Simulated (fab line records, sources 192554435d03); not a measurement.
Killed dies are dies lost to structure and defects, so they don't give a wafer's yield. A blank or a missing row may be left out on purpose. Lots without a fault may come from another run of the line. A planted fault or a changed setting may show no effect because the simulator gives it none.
Split-lot experiment | flow n5_finfet | 7 lots, 39 wafers read, on a route of 1938 steps

THE SPLIT
At N5_BEOL_M8_ILD_DEP_00 (deposits SiCOH lowk from DEMS/porogen, target thk 179.75 nm, time 33.4 s), the setting time_s was moved away from the recipe's 33.4 s on 12 of the 39 wafers read, by -17.4% to +47.3%. The other wafers ran this setting at the recipe's value.

FROM THE SPLIT TO THE READING: what the file shows between them, 1 step
- N5_BEOL_M8_CURE_74: cures SiCOH lowk, time 240 s

THE READING
M8_ILD_THK, in nm, at N5_BEOL_M8_THK_MEAS_01. Fault-free wafers of this fab line usually give 154.4 nm, standard deviation 1.9 nm.

wafer  | tool, chamber at the split | time_s as run, s | against the recipe | M8_ILD_THK, nm | against lot-mates on the recipe
L076.1 | pecvd-04, 2,1              | 39.86            | +19.3%             | 180.4          | +26.2
L076.2 | pecvd-04, 0                | 33.4             | recipe             | 151.3          | -
L076.3 | pecvd-04, 2,1              | 39.86            | +19.3%             | 180.2          | +26.0
L076.4 | pecvd-04, 2                | 39.86            | +19.3%             | 185.4          | +31.2
L076.5 | pecvd-04, 1                | 33.4             | recipe             | 155.9          | -
L076.6 | pecvd-04, 0                | 33.4             | recipe             | 155.4          | -
L078.1 | pecvd-04, 2                | 33.4             | recipe             | 154.1          | -
L078.2 | pecvd-04, 1                | 33.4             | recipe             | 152.7          | -
L078.3 | pecvd-04, 0                | 33.4             | recipe             | 154.2          | -
L078.4 | pecvd-04, 1                | 33.4             | recipe             | 153.6          | -
L078.5 | pecvd-04, 0                | 33.4             | recipe             | 155.8          | -
L078.6 | pecvd-04, 2                | 33.4             | recipe             | 153.6          | -
L079.1 | pecvd-02, 0                | 33.4             | recipe             | 152.6          | -
L079.2 | pecvd-02, 1,2              | 33.4             | recipe             | 151.2          | -
L079.3 | pecvd-02, 1,2              | 33.4             | recipe             | 151.3          | -
L079.4 | pecvd-02, 1                | 33.4             | recipe             | 152.3          | -
L079.5 | pecvd-02, 2                | 33.4             | recipe             | 154.4          | -
L079.6 | pecvd-02, 0                | 33.4             | recipe             | 153.8          | -
L081.1 | pecvd-04, 0                | 27.6             | -17.4%             | 129.2          | -27.7
L081.2 | pecvd-04, 2                | 27.6             | -17.4%             | 127.0          | -29.9
L081.3 | pecvd-04, 1                | 27.6             | -17.4%             | 127.9          | -29.0
L081.4 | pecvd-04, 1                | 33.4             | recipe             | 156.9          | -
L081.5 | pecvd-04, 0                | 33.4             | recipe             | 157.3          | -
L081.6 | pecvd-04, 2                | 33.4             | recipe             | 156.4          | -
L083.1 | pecvd-03, 1                | 33.4             | recipe             | 152.9          | -
L083.2 | pecvd-03, 2,0              | 47.74            | +42.9%             | 218.2          | +64.4
L083.3 | pecvd-03, 2,0              | 47.74            | +42.9%             | 218.3          | +64.5
L083.4 | pecvd-03, 2                | 33.4             | recipe             | 153.7          | -
L083.5 | pecvd-03, 0                | 47.74            | +42.9%             | 222.8          | +69.0
L083.6 | pecvd-03, 1                | 33.4             | recipe             | 154.9          | -
L087.1 | pecvd-02, 0                | 33.4             | recipe             | 154.3          | -
L087.2 | pecvd-02, 1                | 49.19            | +47.3%             | 224.5          | +70.3
L087.3 | pecvd-02, 2                | 33.4             | recipe             | 152.7          | -
L087.4 | pecvd-02, 2                | 49.19            | +47.3%             | 228.8          | +74.6
L087.5 | pecvd-02, 1                | 33.4             | recipe             | 155.7          | -
L087.6 | pecvd-02, 0                | 49.19            | +47.3%             | 229.1          | +74.9
L090.3 | pecvd-04, 2                | 33.4             | recipe             | 152.7          | -
L090.5 | pecvd-04, 2                | 33.4             | recipe             | 154.2          | -
L090.6 | pecvd-04, 1                | 33.4             | recipe             | 155.3          | -
Where a row lists several chambers, the file gives one row for several wafers and doesn't say which wafer went through which chamber.

THE FIT
A straight line over all 39 wafers: M8_ILD_THK changes by +1.53 nm for each +1% of time_s; r = +1.00; the points scatter about the line by 1.9 nm.
The same after taking each lot's own level away (the mean of its wafers on the recipe; 39 wafers): +1.55 nm for each +1%; r = +1.00; scatter 1.7 nm.
On that fit, the largest move of time_s shifts the reading by 73 nm.
The lots' own levels span 152.60 to 156.87 nm, that is 2.2 times the standard deviation above.
So the lot-to-lot level changes the slope little: the two slopes agree.
Check: with one of the wafers moved furthest among these (+47.3%) left out of the fit, the line predicts +73.4 nm for it against its lot-mates. It came out at +70.3 nm against them.

OTHER SPLITS ON THESE WAFERS
These wafers also went through other splits before the reading. Each is held against what the fit with the lots' levels taken away leaves over:
other split on the same wafers | wafers away from the commonest value | r with M8_ILD_THK (lot level and that fit taken away)
N5_BEOL_M4_DESCUM_16 time_s    | 15                                   | +0.07
N5_BEOL_M5_DEP_56 time_s       | 12                                   | +0.04

THE WHOLE CHAIN: every reading that the file lists as answering this split, in the file's order
step                   | what it does                                                             | reading                                                                                  | change (the file's fit)              | r (the file's)
N5_BEOL_M8_ILD_DEP_00  | deposits SiCOH lowk from DEMS/porogen, target thk 179.75 nm, time 33.4 s | SiCOH_lowk_of_BEOL_M8_ILD_DEP_00.thk_nm (the simulator's own value, which no gauge read) | +1.76 nm for each +1% of the setting | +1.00
N5_BEOL_M8_CURE_74     | cures SiCOH lowk, time 240 s                                             | SiCOH_lowk_of_BEOL_M8_ILD_DEP_00.thk_nm (the simulator's own value, which no gauge read) | +1.54 nm for each +1% of the setting | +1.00
N5_BEOL_M8_THK_MEAS_01 |                                                                          | M8_ILD_THK                                                                               | +1.54 for each +1% of the setting    | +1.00

THE FILE'S OWN FIT
M8_ILD_THK changes by +1.54 nm for each +1% of time_s, r = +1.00.
